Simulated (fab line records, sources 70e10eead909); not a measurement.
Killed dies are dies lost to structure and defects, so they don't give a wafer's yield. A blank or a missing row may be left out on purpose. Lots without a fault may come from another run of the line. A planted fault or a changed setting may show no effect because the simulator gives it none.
Which tool did it? | flow nand_harc | 12 lots, 36 wafers sampled, at 2 steps of a route of 1302

WHAT THE GAUGES READ, wafer by wafer
NHARC_P_ZERO_WELL_INSPECT_43.
lot  | measured     | on                | raw_defect_count
L075 | day 2 14:59  | defect_inspect-01 | 5 5 9
L077 | day 3 09:23  | defect_inspect-02 | 14 13 18
L079 | day 4 05:34  | defect_inspect-02 | 9 13 9
L081 | day 5 02:24  | defect_inspect-02 | 6 9 16
L083 | day 5 21:29  | defect_inspect-01 | 14 16 16
L085 | day 6 17:52  | defect_inspect-02 | 10 32 6
L087 | day 7 13:29  | defect_inspect-01 | 9 9 3
L089 | day 8 09:43  | defect_inspect-01 | 15 18 10
L091 | day 9 06:07  | defect_inspect-01 | 22 14 12
L093 | day 10 01:54 | defect_inspect-01 | 8 20 5
L095 | day 10 21:31 | defect_inspect-01 | 5 12 3
L097 | day 11 17:40 | defect_inspect-02 | 10 15 10

WHICH TOOL RAN EACH LOT (tool, then ch and the chambers of the sampled wafers, then the start)
lot  | NHARC_P_ZERO_WELL_DESCUM_54
L075 | rie_diel-06 ch 0,1, day 2 13:15
L077 | rie_diel-13 ch 1,2, day 3 07:44
L079 | rie_diel-13 ch 0,1,3, day 4 03:55
L081 | rie_diel-06 ch 0,2,3, day 5 00:07
L083 | rie_diel-01 ch 1,3, day 5 19:49
L085 | rie_diel-13 ch 1,2,3, day 6 16:14
L087 | rie_diel-06 ch 0,1,3, day 7 11:51
L089 | rie_diel-13 ch 0,1,2, day 8 08:05
L091 | rie_diel-01 ch 0,2, day 9 04:28
L093 | rie_diel-06 ch 0,1, day 10 00:15
L095 | rie_diel-01 ch 1,2,3, day 10 19:53
L097 | rie_diel-01 ch 1,2,3, day 11 16:01
- NHARC_P_ZERO_WELL_DESCUM_54: chemistry O2, time 3 s.

THE ANSWER, worked out from the rows above alone
Rule: what is usual is taken from the lots themselves. Put in order of their means at a reading, lots are off if they are a third of the lots or fewer, leave a main group of 4 or more, and stand apart from it by a gap of 3 or more times the standard deviation of the main group's means; of several such gaps the widest counts. A main group whose means are all the same, to the digits that the tables above print for the reading, isn't used. A lot without any number at a reading at which 4 lots or more have one is off too. The other lots that the step has rows for count as sound.
No lot is off at any reading shown: from this, nothing can be told.

WHAT THE SIMULATOR HAD PUT IN
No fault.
